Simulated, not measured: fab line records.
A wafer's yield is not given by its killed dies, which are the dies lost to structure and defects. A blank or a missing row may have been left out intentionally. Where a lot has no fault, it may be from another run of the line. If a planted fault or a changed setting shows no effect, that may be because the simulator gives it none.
Chamber matching    flow n5 finfet    N5_FIN_SAQP_ETCH_69 on rie diel-01: 4 sister chambers
The step etches SOC in N2/H2, stops on SiNx, target depth 150 nm. 14 wafers are shown with their chamber, then 7 later ones without.

## WAFERS WITH THEIR CHAMBER
wafer   chamber  showerhead plenum p Torr (Torr)  throttle valve pct (%)  rf vpp V (V)
L074.1  1        2.47                             18.29                   238.7
L074.4  1        2.47                             18.30                   239.5
L074.6  1        2.47                             18.30                   240.4
L078.1  3        2.48                             17.90                   240.9
L078.3  1        2.47                             18.30                   239.1
L078.5  0        2.55                             17.68                   239.8
L080.2  2        2.61                             17.98                   241.6
L080.4  0        2.55                             17.70                   242.1
L080.5  1        2.46                             18.31                   238.9
L083.2  3        2.47                             17.54                   239.4
L083.4  2        2.61                             18.00                   242.6
L083.6  1        2.46                             18.31                   239.7
L085.2  1        2.46                             18.33                   240.6
L085.3  2        2.61                             18.00                   241.7

SIGNATURES (averages over the wafers above)
reading                   chamber 0  chamber 1  chamber 2  chamber 3  scatter within a chamber
showerhead plenum p Torr  2.5500     2.4657     2.6100     2.4750     0.00471
throttle valve pct        17.6900    18.3057    17.9933    17.7200    0.0814
rf vpp V                  240.950    239.557    241.967    240.150    0.87
Rule: a wafer lies at a distance from a chamber equal to the root of the sum of squares, over the readings, of (its reading less the chamber's mean, divided by the reading's scatter). The wafer belongs to the nearest chamber; if the next one is less than 2 further off, it can't be placed. The scatter: take each reading less its chamber's mean, square it, sum over the shown wafers, divide by the number of wafers less the number of chambers, and take the root.

## WAFERS WHOSE CHAMBER IS MISSING
wafer   showerhead plenum p Torr (Torr)  throttle valve pct (%)  rf vpp V (V)
L085.6  2.47                             17.57                   239.2
L089.1  2.45                             18.34                   238.2
L089.3  2.60                             18.01                   241.4
L089.4  2.47                             17.56                   240.2
L090.2  2.47                             17.57                   240.0
L090.5  2.54                             17.74                   241.8
L090.6  2.45                             18.36                   238.2

## CHAMBER TAKEN BY EACH
wafer   from the rows above  in truth
L085.6  3                    3
L089.1  1                    1
L089.3  2                    2
L089.4  3                    3
L090.2  3                    3
L090.5  0                    0
L090.6  1                    1
Correctly placed: 7 of 7. Number that these rows cannot place: 0. Wrongly placed: 0.
